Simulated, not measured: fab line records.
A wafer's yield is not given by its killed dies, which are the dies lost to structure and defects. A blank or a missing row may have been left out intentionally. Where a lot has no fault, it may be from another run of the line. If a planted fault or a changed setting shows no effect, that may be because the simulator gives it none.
Lot-split experiment | flow n5-finfet | 7 lots, 21 wafers read, on a route of 1938 steps

## ABOUT THE SPLIT
At N5_SDB_CUT_ETCH_26 (etches Si in HBr/Cl2/O2, target depth 129.6 nm, bt time 20 s, time 51.8 s), the setting icp-w was moved away from the recipe's 800 W on 10 of the 21 wafers read, by -16.4% to +16.8%. All remaining wafers had this setting at the recipe value.

The reading comes from the split's own step.

## THE READING
etch.depth-nm (the simulator's own value, which no gauge read), in nm, at N5_SDB_CUT_ETCH_26 (etches Si in HBr/Cl2/O2, target depth 129.6 nm, bt time 20 s, time 51.8 s). There is no usual value for it anywhere in the file. Here, 11 wafers ran the recipe; their average is 129.8 nm with a standard deviation of 1.3 nm.

wafer  | tool, chamber at the split | icp-w as run, W | against the recipe | etch.depth-nm, nm | against lot-mates on the recipe
L075.2 | rie-si-03, 2,1             | 800             | recipe             | 129.7             | -
L075.4 | rie-si-03, 2,1             | 800             | recipe             | 129.7             | -
L075.3 | rie-si-03, 0               | 800             | recipe             | 128.4             | -
L081.3 | rie-si-01, 2               | 800             | recipe             | 128.4             | -
L081.5 | rie-si-01, 0               | 674.7           | -15.7%             | 119.8             | -9.2
L081.6 | rie-si-01, 3               | 800             | recipe             | 129.6             | -
L083.3 | rie-si-03, 0               | 851.3           | +6.4%              | 132.8             | +2.4
L083.5 | rie-si-03, 2               | 800             | recipe             | 129.8             | -
L083.6 | rie-si-03, 1               | 800             | recipe             | 131               | -
L085.4 | rie-si-01, 0               | 669             | -16.4%             | 119.3             | -9.9
L085.5 | rie-si-01, 3               | 800             | recipe             | 129.2             | -
L085.6 | rie-si-01, 2               | 669             | -16.4%             | 117.8             | -11.4
L089.1 | rie-si-03, 0               | 800             | recipe             | 133.3             | -
L089.3 | rie-si-03, 1               | 925.5           | +15.7%             | 142.2             | +8.9
L089.6 | rie-si-03, 3               | 925.5           | +15.7%             | 140.4             | +7.1
L094.1 | rie-si-03, 2               | 732.8           | -8.4%              | 124.7             | -5.6
L094.3 | rie-si-03, 1               | 800             | recipe             | 130.3             | -
L094.6 | rie-si-03, 1               | 732.8           | -8.4%              | 124.4             | -5.9
L096.1 | rie-si-01, 0               | 800             | recipe             | 128.9             | -
L096.4 | rie-si-01, 1               | 934.7           | +16.8%             | 137.2             | +8.3
L096.5 | rie-si-01, 3               | 934.7           | +16.8%             | 139.5             | +10.6
If several chambers appear in one row, that row covers several wafers at once and the file leaves open which wafer was in which chamber.

THE FIT
A straight line over all 21 wafers: etch.depth-nm changes by +0.634 nm for each +1% of icp-w; r = +0.98; the points scatter about the line by 1.5 nm.
The same after taking each lot's own level away (the mean of its wafers on the recipe; 21 wafers): +0.582 nm for each +1%; r = +0.99; scatter 0.84 nm.
Per that fit: largest icp-w move, reading shift of 9.8 nm.
The lots' own levels span 128.90 to 133.30 nm, that is 3.3 times the standard deviation above.
So the lot-to-lot level changes the slope little: the two slopes agree.
Check: with one of the wafers moved furthest among these (+16.8%) left out of the fit, the line predicts +9.64 nm for it against its lot-mates. It came out at +8.3 nm against them.

## THESE WAFERS: OTHER SPLITS
Before the reading, these wafers also passed through other splits. Each is held against what the fit with the lots' levels taken away leaves over:
other split on the same wafers | wafers away from the commonest value | r with etch.depth-nm (lot level and that fit taken away)
N5_SDB_COAT_03 spin-rpm        | 7                                    | +0.20

## THE WHOLE CHAIN: every reading that the file lists as answering this split, in the file's order
step               | what it does                                                              | reading                                                               | change (the file's fit)               | r (the file's)
N5_SDB_CUT_ETCH_26 | etches Si in HBr/Cl2/O2, target depth 129.6 nm, bt time 20 s, time 51.8 s | SDB.feature-depth-nm (the simulator's own value, which no gauge read) | +0.576 nm for each +1% of the setting | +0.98
N5_SDB_CUT_ETCH_26 | etches Si in HBr/Cl2/O2, target depth 129.6 nm, bt time 20 s, time 51.8 s | etch.depth-nm (the simulator's own value, which no gauge read)        | +0.577 nm for each +1% of the setting | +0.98

## THE FILE'S OWN FIT
etch.depth-nm changes by +0.577 nm for each +1% of icp-w, r = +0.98.
